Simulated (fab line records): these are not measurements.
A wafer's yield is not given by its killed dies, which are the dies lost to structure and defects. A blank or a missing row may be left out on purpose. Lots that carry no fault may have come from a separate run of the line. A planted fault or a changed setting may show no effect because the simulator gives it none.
fab line records	flow n5-finfet
record: lots: 24	wafers: 72	last-day: 18
route steps=1938 shown BEOL_M6@1208
lots with no fault: from the same line, run without faults
start-h: hours from the record's opening day to when the first of the lot's shown wafers began	wait-h: hours from the lot's prior step to this one	" the same as in the row above	L1.1+2: a row that stands for several wafers	- no value present, or no start provided	* or withheld: withheld	< > ~ a bound
route shown NAME@n: names a module that has steps shown in the file, with the first one's number in the route	usual: mean/standard deviation taken from wafers without a fault	same: alike in all rows	chamber/n: place in a boat	sites: readings site by site	_std_site: standard deviation of those values	_edge_site: outer sites' mean less inner sites'	radius-mm: for every site, how far away it sits from the centre of the wafer	mask NAME#n: copy n	behind: the tool/chamber that last shaped the wafer	hold: what put the lot on hold/how long, in hours/how the hold closed	device: the transistor (n, p or np) that didn't switch	end of line: the route-end tests of the same wafers	a step with no rows: only its recipe	killed: dies lost to structure and defects at the first sort, not the wafer's yield	map: a wafer's dies, marking killed ones x, the rest . and places with no die _
set.NAME: the setting as run; set.NAME@STEP: as run at that earlier step	model.NAME: the simulator's own value behind a step, which no gauge read
route steps across a sampled set of lots; one table per step, one row per wafer
services: from which hour (start-h, from the record's first day; less than 0 if before it) a tool's chamber was out of use, for how many hours, and why
== steps ==
step: N5_BEOL_M6_OVL_MEAS_12
recipe: points-per-wafer: 44
usual: M6_OVL: 0.2/0.66
lot.wafer	tool	chamber	start-h	wait-h	M6_OVL[nm]
L075.2	overlay-02	0	174.20	0.0	1.0
L075.4	"	0	"	"	1.1
L075.6	"	0	"	"	0.0
L074.3	overlay-02	0	174.86	0.0	0.8
L074.5	"	0	"	"	-0.7
L074.6	"	0	"	"	-0.2
L076.1	overlay-02	0	194.18	0.0	0.3
L076.4	"	0	"	"	0.8
L076.5	"	0	"	"	-0.5
L077.1	overlay-01	0	199.53	0.0	0.3
L077.4	"	0	"	"	0.5
L077.6	"	0	"	"	-0.1
L078.1	overlay-02	0	200.52	0.0	0.4
L078.5	"	0	"	"	-0.4
L078.6	"	0	"	"	0.2
L079.1	overlay-01	0	206.40	0.0	-1.3
L079.2	"	0	"	"	-1.8
L079.3	"	0	"	"	-1.3
L080.1	overlay-01	0	215.50	0.0	0.3
L080.3	"	0	"	"	-0.4
L080.6	"	0	"	"	-0.5
L081.1	overlay-01	0	226.50	0.0	0.7
L081.2	"	0	"	"	-0.8
L081.5	"	0	"	"	1.1
L082.3	overlay-02	0	230.90	0.0	0.6
L082.4	"	0	"	"	0.8
L082.6	"	0	"	"	0.4
L083.2	overlay-02	0	231.84	0.0	0.7
L083.4	"	0	"	"	1.4
L083.6	"	0	"	"	1.0
L084.2	overlay-01	0	236.07	0.0	0.5
L084.3	"	0	"	"	0.2
L084.4	"	0	"	"	0.3
L086.2	overlay-02	0	251.35	0.0	0.8
L086.3	"	0	"	"	0.4
L086.5	"	0	"	"	1.0
L087.1	overlay-01	0	252.82	0.0	0.5
L087.4	"	0	"	"	0.5
L087.5	"	0	"	"	-1.0
L085.1	overlay-02	0	256.04	0.0	1.9
L085.2	"	0	"	"	0.5
L085.5	"	0	"	"	1.6
L088.2	overlay-02	0	287.24	0.0	1.0
L088.4	"	0	"	"	1.0
L088.5	"	0	"	"	1.5
L090.3	overlay-02	0	287.73	0.0	1.4
L090.4	"	0	"	"	0.7
L090.6	"	0	"	"	0.0
L089.1	overlay-01	0	289.93	0.0	0.6
L089.5	"	0	"	"	0.4
L089.6	"	0	"	"	0.0
L091.1	overlay-01	0	292.64	0.0	0.7
L091.5	"	0	"	"	-0.1
L091.6	"	0	"	"	0.4
L093.1	overlay-01	0	302.71	0.0	-0.1
L093.4	"	0	"	"	0.0
L093.6	"	0	"	"	0.4
L092.1	overlay-02	0	312.77	0.0	0.6
L092.3	"	0	"	"	0.3
L092.4	"	0	"	"	0.8
L094.2	overlay-01	0	312.87	0.0	0.3
L094.4	"	0	"	"	-0.1
L094.5	"	0	"	"	0.4
L095.3	overlay-01	0	321.68	0.0	-0.2
L095.5	"	0	"	"	0.2
L095.6	"	0	"	"	0.2
L096.1	overlay-01	0	333.38	0.0	0.2
L096.4	"	0	"	"	0.6
L096.5	"	0	"	"	-1.3
L097.1	overlay-02	0	342.32	0.0	-0.9
L097.5	"	0	"	"	-1.0
L097.6	"	0	"	"	0.5
step: N5_BEOL_M6_ETCH_72
recipe: chemistry: N2/H2	target: underlayer	target-depth-a: 65	mask-material: CAR-EUV	time-s: 5.2	ion-energy-ev: 200	pressure-mtorr: 30	source-w: 840	bias-w: 150	n2-flow-sccm: 200	h2-flow-sccm: 200	ends: cleared
usual: drypump-motor-current-A: 5.7/0.43	etch-rf-on-time-s: 5.18/0.16	n2-flow-sccm: 200.0/0.62	oes-product-au: 0.68/0.088	rf-vpp-V: 523/3.2	showerhead-plenum-p-Torr: 2.52/0.1	throttle-valve-pct: 17.78/0.29
lot.wafer	tool	chamber	start-h	wait-h	drypump-motor-current-A	etch-rf-on-time-s	n2-flow-sccm	oes-product-au	rf-hours-counter-h	rf-vpp-V	showerhead-plenum-p-Torr	throttle-valve-pct
L075.2	rie-diel-04	1	177.03	0.0	5.2	5.35	199.3	0.61	186	520	2.43	17.48
L075.4	"	3	"	"	5.4	5.10	200.7	0.76	32	522	2.48	17.33
L075.6	"	2	"	"	5.9	5.27	199.6	0.63	-	526	2.65	18.10
L074.3	rie-diel-05	2	177.27	0.0	5.1	5.28	199.2	0.60	208	528	2.64	17.74
L074.5	"	1	"	"	6.0	5.09	200.3	0.73	-	524	2.51	17.68
L074.6	"	2	"	"	5.1	5.34	199.3	0.61	-	526	2.64	17.77
L076.1	rie-diel-05	0	195.47	0.0	5.7	5.17	199.7	0.58	253	519	2.37	17.92
L076.4	"	1	"	"	6.1	5.18	198.7	0.73	-	523	2.51	17.68
L076.5	"	0	"	"	5.7	5.18	200.1	0.58	-	521	2.37	17.86
L077.1	rie-diel-06	2	204.04	0.0	5.4	5.18	199.1	0.60	206	522	2.44	18.19
L077.4	"	3	"	"	6.5	4.81	199.8	0.75	-	522	2.47	17.80
L077.6	"	2	"	"	5.5	5.23	200.1	0.60	-	521	2.44	18.19
L078.1	rie-diel-06	3	204.44	0.0	6.5	4.91	200.9	0.75	62	522	2.47	17.81
L078.5	"	3	"	"	6.5	4.88	200.2	0.74	-	521	2.48	17.79
L078.6	"	1	"	"	6.0	4.97	200.1	0.60	-	524	2.50	18.22
L079.1	rie-diel-04	2	207.95	0.0	5.8	5.29	199.1	0.61	189	527	2.64	18.10
L079.2	"	1	"	"	5.2	5.45	198.9	0.59	198	521	2.42	17.50
L079.3	"	3	"	"	5.3	5.15	199.3	0.75	44	522	2.48	17.36
L080.1	rie-diel-06	1	216.85	0.0	6.0	5.03	199.5	0.59	253	524	2.50	18.22
L080.3	"	2	"	"	5.5	5.29	200.5	0.60	-	519	2.43	18.22
L080.6	"	1	"	"	6.0	5.02	199.8	0.59	-	524	2.50	18.22
L081.1	rie-diel-06	3	228.01	0.0	6.5	4.94	200.2	0.73	73	520	2.47	17.81
L081.2	"	1	"	"	6.0	5.00	200.0	0.59	258	522	2.49	18.23
L081.5	"	2	"	"	5.5	5.27	200.5	0.59	-	520	2.43	18.24
L083.2	rie-diel-05	1	234.19	0.0	6.1	5.09	199.3	0.70	67	520	2.50	17.72
L083.4	"	3	"	"	5.7	5.21	200.2	0.84	1	523	2.52	18.04
L083.6	"	2	"	"	5.1	5.37	200.2	0.58	-	524	2.63	17.80
L082.3	rie-diel-04	2	234.65	0.0	5.8	5.41	199.7	0.60	202	526	2.64	18.13
L082.4	"	1	"	"	5.2	5.46	200.0	0.59	209	521	2.42	17.51
L082.6	"	3	"	"	5.3	5.13	199.5	0.74	-	521	2.47	17.37
L084.2	rie-diel-05	0	237.70	0.0	5.7	5.08	199.8	0.80	7	527	2.69	17.42
L084.3	"	1	"	"	6.1	5.09	200.5	0.71	68	522	2.50	17.73
L084.4	"	2	"	"	5.1	5.32	201.2	0.58	232	525	2.63	17.79
L086.2	rie-diel-04	0	252.75	0.0	5.7	5.28	199.5	0.80	11	530	2.72	17.59
L086.3	"	3	"	"	5.4	5.08	199.0	0.73	64	521	2.47	17.39
L086.5	"	0	"	"	5.6	5.32	201.0	0.79	-	530	2.72	17.58
L087.1	rie-diel-04	1	258.06	0.0	5.2	5.34	199.5	0.58	217	519	2.42	17.53
L087.4	"	0	"	"	5.6	5.18	199.6	0.80	13	529	2.72	17.59
L087.5	"	1	"	"	5.2	5.35	200.0	0.58	-	519	2.42	17.52
L085.1	rie-diel-06	1	258.06	0.0	6.0	4.86	201.0	0.84	5	523	2.49	17.75
L085.2	"	3	"	"	6.5	4.98	200.0	0.72	86	522	2.47	17.86
L085.5	"	0	"	"	6.6	5.21	200.3	0.79	-	522	2.47	17.60
L088.2	rie-diel-06	0	288.62	0.0	6.6	5.23	198.9	0.78	20	521	2.47	17.61
L088.4	"	2	"	"	5.4	5.29	199.7	0.58	240	520	2.42	18.24
L088.5	"	1	"	"	6.0	4.87	200.5	0.82	-	522	2.49	17.75
L090.3	rie-diel-04	3	289.00	0.0	5.4	5.12	200.0	0.71	76	522	2.46	17.42
L090.4	"	1	"	"	5.2	5.49	200.9	0.58	227	520	2.41	17.54
L090.6	"	0	"	"	5.6	5.31	200.7	0.77	-	530	2.71	17.59
L089.1	rie-diel-06	3	291.41	0.0	6.5	4.97	200.2	0.71	96	524	2.46	17.84
L089.5	"	2	"	"	5.5	5.38	200.7	0.58	-	521	2.42	18.28
L089.6	"	3	"	"	6.5	5.02	199.1	0.71	-	524	2.46	17.84
L091.1	rie-diel-06	1	294.52	0.0	6.0	4.86	200.4	0.83	16	521	2.49	17.80
L091.5	"	0	"	"	6.6	5.22	200.2	0.76	-	522	2.47	17.63
L091.6	"	3	"	"	6.5	4.99	199.4	0.71	-	521	2.46	17.84
L093.1	rie-diel-04	1	304.02	0.0	5.3	5.49	200.6	0.57	233	519	2.41	17.56
L093.4	"	0	"	"	5.6	5.27	200.2	0.77	-	531	2.71	17.60
L093.6	"	3	"	"	5.3	5.11	200.1	0.70	-	521	2.46	17.41
L092.1	rie-diel-05	0	314.21	0.0	5.7	5.15	200.4	0.75	35	527	2.67	17.47
L092.3	"	2	"	"	5.1	5.24	200.1	0.82	1	523	2.62	17.39
L092.4	"	1	"	"	6.1	5.18	200.8	0.68	97	521	2.48	17.77
L094.2	rie-diel-04	0	314.66	0.0	5.6	5.21	200.3	0.75	33	528	2.71	17.63
L094.4	"	3	"	"	5.4	5.10	200.1	0.72	-	521	2.46	17.41
L094.5	"	0	"	"	5.6	5.24	200.0	0.75	-	528	2.71	17.58
L095.3	rie-diel-05	2	328.50	0.0	5.1	5.27	198.9	0.80	6	526	2.62	17.38
L095.5	"	1	"	"	6.0	5.06	200.9	0.68	-	522	2.48	17.78
L095.6	"	0	"	"	5.7	5.10	200.5	0.74	-	527	2.67	17.47
L096.1	rie-diel-04	2	336.28	0.0	5.8	5.32	200.9	0.57	232	527	2.63	18.16
L096.4	"	1	"	"	5.2	5.39	199.2	0.57	245	519	2.41	17.55
L096.5	"	1	"	"	5.2	5.39	199.6	0.57	-	519	2.41	17.59
L097.1	rie-diel-04	3	345.36	0.0	5.3	5.12	200.3	0.69	96	522	2.45	17.44
L097.5	"	2	"	"	5.8	5.29	199.7	0.58	-	528	2.62	18.16
L097.6	"	1	"	"	5.3	5.43	199.9	0.56	-	519	2.40	17.58
step: N5_BEOL_M6_TRENCH_ETCH_37
recipe: chemistry: C4F6/O2	target-depth-a: 944.35	target: SiCOH_lowk	time-s: 31.5	ion-energy-ev: 250	pressure-mtorr: 30	source-w: 345	bias-w: 185	Ar_flow_sccm: 300	C4F6_flow_sccm: 10	O2_flow_sccm: 10
usual: drypump-motor-current-A: 5.7/0.42	oes-product-au: 0.79/0.1	rf-vpp-V: 659/15	showerhead-plenum-p-Torr: 2.81/0.12	throttle-valve-pct: 20.79/0.2
same: time-s: 31.5
lot.wafer	tool	chamber	start-h	wait-h	drypump-motor-current-A	oes-product-au	rf-hours-counter-h	rf-vpp-V	showerhead-plenum-p-Torr	throttle-valve-pct
L075.2	rie-diel-04	1	-	-	5.2	0.72	186	652	2.70	20.42
L075.4	"	3	"	"	5.4	0.89	32	659	2.81	20.61
L075.6	"	2	"	"	5.8	0.73	-	649	2.94	21.01
L074.3	rie-diel-05	2	-	-	5.1	0.70	208	661	2.97	20.90
L074.5	"	1	"	"	6.0	0.86	-	658	2.80	20.70
L074.6	"	2	"	"	5.1	0.71	-	661	2.97	20.90
L076.1	rie-diel-05	0	-	-	5.7	0.68	253	677	2.70	21.24
L076.4	"	1	"	"	6.1	0.86	-	658	2.80	20.70
L076.5	"	0	"	"	5.7	0.68	-	676	2.70	21.23
L077.1	rie-diel-06	2	-	-	5.5	0.70	206	686	2.67	20.83
L077.4	"	3	"	"	6.5	0.87	-	629	2.73	20.62
L077.6	"	2	"	"	5.4	0.70	-	688	2.67	20.83
L078.1	rie-diel-06	3	-	-	6.5	0.87	63	629	2.73	20.59
L078.5	"	3	"	"	6.5	0.86	-	630	2.73	20.61
L078.6	"	1	"	"	6.0	0.68	-	669	2.77	21.15
L079.1	rie-diel-04	2	-	-	5.8	0.72	189	649	2.93	21.02
L079.2	"	1	"	"	5.3	0.70	198	653	2.70	20.45
L079.3	"	3	"	"	5.4	0.87	45	659	2.80	20.64
L080.1	rie-diel-06	1	-	-	6.0	0.68	253	668	2.77	21.15
L080.3	"	2	"	"	5.4	0.70	-	686	2.67	20.85
L080.6	"	1	"	"	6.0	0.69	-	669	2.77	21.16
L081.1	rie-diel-06	3	-	-	6.5	0.85	73	631	2.73	20.62
L081.2	"	1	"	"	6.0	0.68	259	670	2.77	21.15
L081.5	"	2	"	"	5.5	0.69	-	687	2.67	20.85
L083.2	rie-diel-05	1	-	-	6.1	0.83	67	655	2.79	20.74
L083.4	"	3	"	"	5.6	0.99	1	640	2.83	20.97
L083.6	"	2	"	"	5.1	0.68	-	661	2.95	20.93
L082.3	rie-diel-04	2	-	-	5.8	0.70	202	650	2.92	21.03
L082.4	"	1	"	"	5.2	0.69	209	654	2.69	20.45
L082.6	"	3	"	"	5.4	0.86	-	657	2.80	20.64
L084.2	rie-diel-05	0	-	-	5.7	0.93	7	689	3.04	20.81
L084.3	"	1	"	"	6.0	0.83	69	656	2.79	20.74
L084.4	"	2	"	"	5.1	0.70	233	660	2.95	20.94
L086.2	rie-diel-04	0	-	-	5.6	0.93	12	664	3.06	20.66
L086.3	"	3	"	"	5.4	0.85	64	657	2.80	20.65
L086.5	"	0	"	"	5.6	0.94	-	663	3.05	20.65
L087.1	rie-diel-04	1	-	-	5.3	0.68	217	652	2.69	20.47
L087.4	"	0	"	"	5.6	0.91	13	664	3.05	20.65
L087.5	"	1	"	"	5.2	0.69	-	651	2.69	20.47
L085.1	rie-diel-06	1	-	-	6.0	0.99	5	669	2.77	20.75
L085.2	"	3	"	"	6.4	0.83	86	630	2.72	20.63
L085.5	"	0	"	"	6.6	0.94	-	656	2.81	20.93
L088.2	rie-diel-06	0	-	-	6.6	0.91	20	655	2.81	20.93
L088.4	"	2	"	"	5.5	0.67	240	686	2.66	20.89
L088.5	"	1	"	"	6.0	0.96	-	669	2.76	20.74
L090.3	rie-diel-04	3	-	-	5.4	0.83	76	657	2.79	20.66
L090.4	"	1	"	"	5.2	0.68	227	653	2.68	20.48
L090.6	"	0	"	"	5.6	0.91	-	663	3.05	20.66
L089.1	rie-diel-06	3	-	-	6.5	0.83	96	629	2.72	20.67
L089.5	"	2	"	"	5.4	0.67	-	686	2.66	20.88
L089.6	"	3	"	"	6.5	0.82	-	629	2.72	20.65
L091.1	rie-diel-06	1	-	-	6.0	0.95	16	667	2.76	20.79
L091.5	"	0	"	"	6.7	0.90	-	656	2.81	20.94
L091.6	"	3	"	"	6.5	0.82	-	629	2.72	20.64
L093.1	rie-diel-04	1	-	-	5.2	0.67	233	652	2.68	20.48
L093.4	"	0	"	"	5.6	0.89	-	662	3.05	20.67
L093.6	"	3	"	"	5.3	0.83	-	656	2.79	20.69
L092.1	rie-diel-05	0	-	-	5.7	0.87	35	687	3.03	20.86
L092.3	"	2	"	"	5.1	0.97	1	660	2.95	20.59
L092.4	"	1	"	"	6.1	0.80	97	655	2.78	20.76
L094.2	rie-diel-04	0	-	-	5.7	0.89	33	663	3.04	20.67
L094.4	"	3	"	"	5.3	0.82	-	658	2.79	20.69
L094.5	"	0	"	"	5.6	0.88	-	664	3.04	20.68
L095.3	rie-diel-05	2	-	-	5.1	0.94	6	658	2.94	20.59
L095.5	"	1	"	"	6.1	0.78	-	655	2.78	20.77
L095.6	"	0	"	"	5.7	0.86	-	689	3.03	20.87
L096.1	rie-diel-04	2	-	-	5.8	0.68	232	648	2.91	21.08
L096.4	"	1	"	"	5.2	0.67	245	652	2.68	20.51
L096.5	"	1	"	"	5.2	0.67	-	652	2.68	20.49
L097.1	rie-diel-04	3	-	-	5.3	0.81	96	656	2.78	20.69
L097.5	"	2	"	"	5.8	0.68	-	648	2.91	21.09
L097.6	"	1	"	"	5.2	0.66	-	653	2.68	20.52
step: N5_BEOL_M6_DEGAS_44
recipe: ambient: vacuum	temp-c: 250	time-s: 60
usual: heater-power-w: 327/27	susceptor-temp-C: 250.03/0.18
same: time-s: 60
lot.wafer	tool	chamber	start-h	wait-h	heater-power-w	susceptor-temp-C
L075.2	pvd-sputter-02	-	177.96	0.2	351	250.10
L075.4	"	-	"	"	336	250.12
L075.6	"	-	"	"	327	250.09
L074.3	pvd-sputter-03	-	178.47	0.5	307	249.76
L074.5	"	-	"	"	304	250.02
L074.6	"	-	"	"	354	250.46
L076.1	pvd-sputter-03	-	196.54	0.4	308	250.04
L076.4	"	-	"	"	314	250.08
L076.5	"	-	"	"	318	250.02
L077.1	pvd-sputter-03	-	205.10	0.3	316	250.24
L077.4	"	-	"	"	347	249.95
L077.6	"	-	"	"	341	250.18
L078.1	pvd-sputter-01	-	205.71	0.6	298	250.07
L078.5	"	-	"	"	323	250.01
L078.6	"	-	"	"	274	249.85
L079.1	pvd-sputter-01	-	208.95	0.4	334	250.20
L079.2	"	-	"	"	348	249.85
L079.3	"	-	"	"	275	250.18
L080.1	pvd-sputter-03	-	219.12	1.5	345	250.00
L080.3	"	-	"	"	336	250.01
L080.6	"	-	"	"	308	250.21
L081.1	pvd-sputter-01	-	229.00	0.3	328	249.81
L081.2	"	-	"	"	336	250.01
L081.5	"	-	"	"	306	250.19
L083.2	pvd-sputter-02	-	235.31	0.4	386	250.11
L083.4	"	-	"	"	351	250.30
L083.6	"	-	"	"	383	250.03
L082.3	pvd-sputter-01	-	235.85	0.5	352	250.41
L082.4	"	-	"	"	294	249.86
L082.6	"	-	"	"	304	249.88
L084.2	pvd-sputter-01	-	238.91	0.4	341	249.83
L084.3	"	-	"	"	278	250.04
L084.4	"	-	"	"	330	250.00
L086.2	pvd-sputter-01	-	255.33	1.9	292	250.11
L086.3	"	-	"	"	278	249.72
L086.5	"	-	"	"	278	249.90
L087.1	pvd-sputter-01	-	261.23	2.2	281	250.13
L087.4	"	-	"	"	297	249.86
L087.5	"	-	"	"	330	250.09
L085.1	pvd-sputter-03	-	261.36	2.3	319	250.23
L085.2	"	-	"	"	308	250.14
L085.5	"	-	"	"	355	250.09
L088.2	pvd-sputter-01	-	289.59	0.3	279	249.95
L088.4	"	-	"	"	297	250.08
L088.5	"	-	"	"	304	250.23
L090.3	pvd-sputter-03	-	289.93	0.2	347	250.02
L090.4	"	-	"	"	315	249.93
L090.6	"	-	"	"	352	249.91
L089.1	pvd-sputter-03	-	292.39	0.3	343	249.52
L089.5	"	-	"	"	298	250.25
L089.6	"	-	"	"	312	250.07
L091.1	pvd-sputter-03	-	295.96	0.5	341	250.27
L091.5	"	-	"	"	358	250.33
L091.6	"	-	"	"	350	250.54
L093.1	pvd-sputter-03	-	305.17	0.3	313	249.65
L093.4	"	-	"	"	355	249.90
L093.6	"	-	"	"	350	249.60
L092.1	pvd-sputter-02	-	317.51	2.5	330	249.97
L092.3	"	-	"	"	385	249.97
L092.4	"	-	"	"	349	250.16
L094.2	pvd-sputter-02	-	317.69	2.2	324	250.14
L094.4	"	-	"	"	355	249.80
L094.5	"	-	"	"	321	250.00
L095.3	pvd-sputter-01	-	329.72	0.4	296	249.93
L095.5	"	-	"	"	303	249.91
L095.6	"	-	"	"	344	249.90
L096.1	pvd-sputter-02	-	337.56	0.6	344	249.88
L096.4	"	-	"	"	327	249.95
L096.5	"	-	"	"	352	249.88
L097.1	pvd-sputter-03	-	346.48	0.5	303	249.72
L097.5	"	-	"	"	311	250.16
L097.6	"	-	"	"	302	249.84
step: N5_BEOL_M6_CMP_52
recipe: stop-on: SiCOH_lowk	t-overpolish-s: 6.9	down-force-psi: 1	platen-rpm: 50	clearing-platen-down-force-psi: 1.5	clearing-platen-rpm: 50	post-cmp-clean: cu-alkaline	target-thk-nm: 80	clearing-platen-pad-velocity-m-s: 0.99484	pad-velocity-m-s: 0.99484
usual: barrier-field-endpoint-s: 29.3/0.98	motor-current-A: 5.9/0.44	overpolish-run-s: 6.901/0.0095	time-to-endpoint-s: 64/4.6
lot.wafer	tool	chamber	start-h	wait-h	barrier-field-endpoint-s	motor-current-A	overpolish-run-s	time-to-endpoint-s
L075.4	cmp-03	2	179.73	0.2	28.2	6.4	6.900	58
L075.2	"	0	"	"	29.4	6.0	6.893	71
L075.6	"	1	"	"	28.9	6.0	6.886	65
L074.3	cmp-01	1	180.22	0.2	28.1	5.1	6.902	63
L074.6	"	1	"	"	29.0	5.2	6.903	61
L074.5	"	2	"	"	28.8	5.2	6.887	60
L076.1	cmp-03	1	197.84	0.3	27.4	5.8	6.905	62
L076.4	"	2	"	"	27.4	6.3	6.893	56
L076.5	"	0	"	"	29.3	6.3	6.917	66
L077.4	cmp-03	0	206.87	0.2	31.1	6.3	6.918	70
L077.1	"	1	"	"	28.2	5.9	6.910	62
L077.6	"	3	"	"	28.3	6.6	6.907	59
L078.1	cmp-04	1	207.08	0.3	29.6	5.8	6.897	67
L078.5	"	1	"	"	30.0	5.8	6.893	67
L078.6	"	2	"	"	30.0	6.1	6.912	69
L079.2	cmp-01	3	210.18	0.2	29.0	5.5	6.908	62
L079.1	"	1	"	"	28.7	5.3	6.903	62
L079.3	"	2	"	"	30.1	5.8	6.897	64
L080.3	cmp-03	3	220.63	0.2	28.4	6.6	6.910	60
L080.1	"	2	"	"	27.4	6.3	6.903	52
L080.6	"	0	"	"	30.3	6.2	6.911	65
L081.2	cmp-04	2	231.02	0.2	29.6	5.9	6.908	66
L081.1	"	3	"	"	30.6	6.0	6.877	74
L081.5	"	1	"	"	30.8	5.5	6.875	72
L083.2	cmp-01	2	237.41	0.3	28.7	5.4	6.905	63
L083.4	"	3	"	"	28.8	5.2	6.913	60
L083.6	"	1	"	"	28.4	5.2	6.904	63
L082.4	cmp-04	1	238.13	0.1	30.7	6.1	6.886	69
L082.3	"	3	"	"	30.2	6.0	6.903	71
L082.6	"	2	"	"	30.5	6.1	6.903	72
L084.3	cmp-01	0	240.74	0.2	30.3	5.5	6.907	70
L084.2	"	2	"	"	29.0	5.7	6.897	65
L084.4	"	3	"	"	29.0	5.5	6.891	61
L086.3	cmp-01	1	257.22	0.3	28.9	5.3	6.896	62
L086.2	"	2	"	"	28.9	5.7	6.903	68
L086.5	"	3	"	"	29.1	5.4	6.890	63
L087.4	cmp-04	2	263.68	0.2	31.1	6.3	6.893	70
L087.1	"	3	"	"	30.3	6.2	6.904	70
L087.5	"	3	"	"	30.1	5.9	6.925	72
L085.2	cmp-03	3	263.93	0.3	27.6	6.6	6.900	60
L085.1	"	0	"	"	30.5	6.3	6.912	71
L085.5	"	2	"	"	27.8	6.2	6.895	58
L088.2	cmp-01	0	290.78	0.2	29.8	5.8	6.916	66
L088.4	"	1	"	"	29.4	4.9	6.905	60
L088.5	"	0	"	"	31.3	5.7	6.911	68
L090.3	cmp-01	3	291.47	0.2	29.6	5.3	6.905	63
L090.4	"	1	"	"	29.6	4.9	6.912	63
L090.6	"	3	"	"	29.3	5.6	6.904	62
L089.1	cmp-01	1	293.76	0.4	29.2	5.1	6.872	62
L089.6	"	2	"	"	30.2	5.7	6.901	63
L089.5	"	3	"	"	29.4	5.6	6.902	62
L091.1	cmp-03	1	299.30	0.4	28.8	5.6	6.900	63
L091.5	"	2	"	"	28.5	6.8	6.881	61
L091.6	"	3	"	"	28.3	6.6	6.900	63
L093.1	cmp-04	2	306.54	0.3	29.3	6.3	6.890	61
L093.4	"	0	"	"	29.7	5.8	6.910	64
L093.6	"	2	"	"	29.7	6.1	6.909	60
L094.4	cmp-04	0	318.89	0.2	29.6	6.2	6.894	66
L094.2	"	1	"	"	29.1	5.7	6.916	66
L094.5	"	3	"	"	28.9	6.0	6.896	68
L092.4	cmp-01	0	319.20	0.3	29.4	5.5	6.901	66
L092.1	"	1	"	"	28.7	5.3	6.897	64
L092.3	"	2	"	"	28.7	5.5	6.900	64
L095.3	cmp-03	2	331.23	0.2	27.2	6.3	6.885	54
L095.6	"	1	"	"	28.6	6.1	6.885	58
L095.5	"	2	"	"	28.0	6.6	6.899	55
L096.4	cmp-04	1	339.52	0.1	30.4	5.8	6.910	68
L096.1	"	2	"	"	29.6	6.1	6.894	66
L096.5	"	1	"	"	29.5	5.4	6.900	65
L097.1	cmp-03	3	348.27	0.3	28.2	6.4	6.897	59
L097.6	"	2	"	"	27.9	6.4	6.907	54
L097.5	"	3	"	"	28.4	6.7	6.881	60
step: N5_BEOL_M6_THK_MEAS_53
recipe: thk-meas-gauge: xrf	reads: Cu_of_BEOL_M6_ECD_50
usual: M6_THK: 81.3/2.9
lot.wafer	tool	chamber	start-h	wait-h	M6_THK[nm]
L075.2	film-metro-02	-	179.99	-	78.1
L075.4	"	-	"	"	79.1
L075.6	"	-	"	"	78.8
L074.3	film-metro-02	-	180.51	-	77.6
L074.5	"	-	"	"	81.2
L074.6	"	-	"	"	78.5
L076.1	film-metro-02	-	198.09	-	80.4
L076.4	"	-	"	"	80.5
L076.5	"	-	"	"	82.7
L077.1	film-metro-01	-	207.09	-	79.9
L077.4	"	-	"	"	87.6
L077.6	"	-	"	"	80.4
L078.1	film-metro-01	-	207.37	-	88.1
L078.5	"	-	"	"	85.7
L078.6	"	-	"	"	83.4
L079.1	film-metro-02	-	210.47	-	78.5
L079.2	"	-	"	"	77.4
L079.3	"	-	"	"	81.7
L080.1	film-metro-01	-	220.93	-	81.8
L080.3	"	-	"	"	77.7
L080.6	"	-	"	"	85.3
L081.1	film-metro-02	-	231.27	-	86.9
L081.2	"	-	"	"	84.9
L081.5	"	-	"	"	80.9
L083.2	film-metro-02	-	237.63	-	79.7
L083.4	"	-	"	"	78.4
L083.6	"	-	"	"	77.3
L082.3	film-metro-01	-	238.42	-	81.9
L082.4	"	-	"	"	79.4
L082.6	"	-	"	"	83.3
L084.2	film-metro-01	-	241.04	-	84.4
L084.3	"	-	"	"	84.6
L084.4	"	-	"	"	78.1
L086.2	film-metro-01	-	257.44	-	79.3
L086.3	"	-	"	"	82.4
L086.5	"	-	"	"	79.0
L087.1	film-metro-01	-	263.98	-	79.5
L087.4	"	-	"	"	78.9
L087.5	"	-	"	"	79.4
L085.1	film-metro-02	-	264.15	-	89.1
L085.2	"	-	"	"	84.6
L085.5	"	-	"	"	80.5
L088.2	film-metro-02	-	291.08	-	83.3
L088.4	"	-	"	"	80.9
L088.5	"	-	"	"	91.3
L090.3	film-metro-01	-	291.77	-	85.6
L090.4	"	-	"	"	78.4
L090.6	"	-	"	"	81.6
L089.1	film-metro-02	-	293.94	-	85.2
L089.5	"	-	"	"	77.2
L089.6	"	-	"	"	83.1
L091.1	film-metro-01	-	299.48	-	86.9
L091.5	"	-	"	"	79.8
L091.6	"	-	"	"	82.1
L093.1	film-metro-01	-	306.83	-	78.6
L093.4	"	-	"	"	80.0
L093.6	"	-	"	"	81.7
L094.2	film-metro-02	-	319.11	-	79.0
L094.4	"	-	"	"	81.6
L094.5	"	-	"	"	82.0
L092.1	film-metro-02	-	319.49	-	83.4
L092.3	"	-	"	"	81.5
L092.4	"	-	"	"	83.5
L095.3	film-metro-01	-	331.48	-	77.7
L095.5	"	-	"	"	77.7
L095.6	"	-	"	"	79.3
L096.1	film-metro-01	-	339.82	-	81.1
L096.4	"	-	"	"	80.3
L096.5	"	-	"	"	79.1
L097.1	film-metro-01	-	348.52	-	81.2
L097.5	"	-	"	"	78.6
L097.6	"	-	"	"	75.0
== services ==
tool	chamber	start-h	hours	kind
rie-diel-05	1	183.09	9.7	repair
cmp-01	-	199.59	4.0	pm
rie-diel-04	0	205.22	-	clean
rie-diel-04	0	205.22	-	consumable-replace:focus-ring
rie-diel-04	0	205.22	-	consumable-replace:showerhead
rie-diel-04	0	205.22	14.1	scheduled-down
rie-diel-05	3	209.61	4.5	repair
rie-diel-05	0	223.81	5.5	repair
cmp-04	-	226.17	0.8	repair
cmp-03	-	230.95	1.3	repair
cmp-04	-	247.55	1.4	repair
cmp-01	-	252.12	1.1	repair
rie-diel-04	-	266.81	2.4	repair
rie-diel-06	-	267.21	0.6	repair
rie-diel-06	-	275.37	4.3	pm
cmp-04	-	277.06	6.8	pm
cmp-01	-	288.05	0.5	repair
rie-diel-06	2	294.86	13.9	repair
rie-diel-04	2	302.94	7.1	repair
rie-diel-04	2	310.68	4.4	repair
pvd-sputter-02	-	311.06	2.8	repair
cmp-03	-	314.67	4.0	pm
cmp-03	-	337.53	6.3	repair
rie-diel-04	3	347.13	14.3	repair
== key ==
fault none
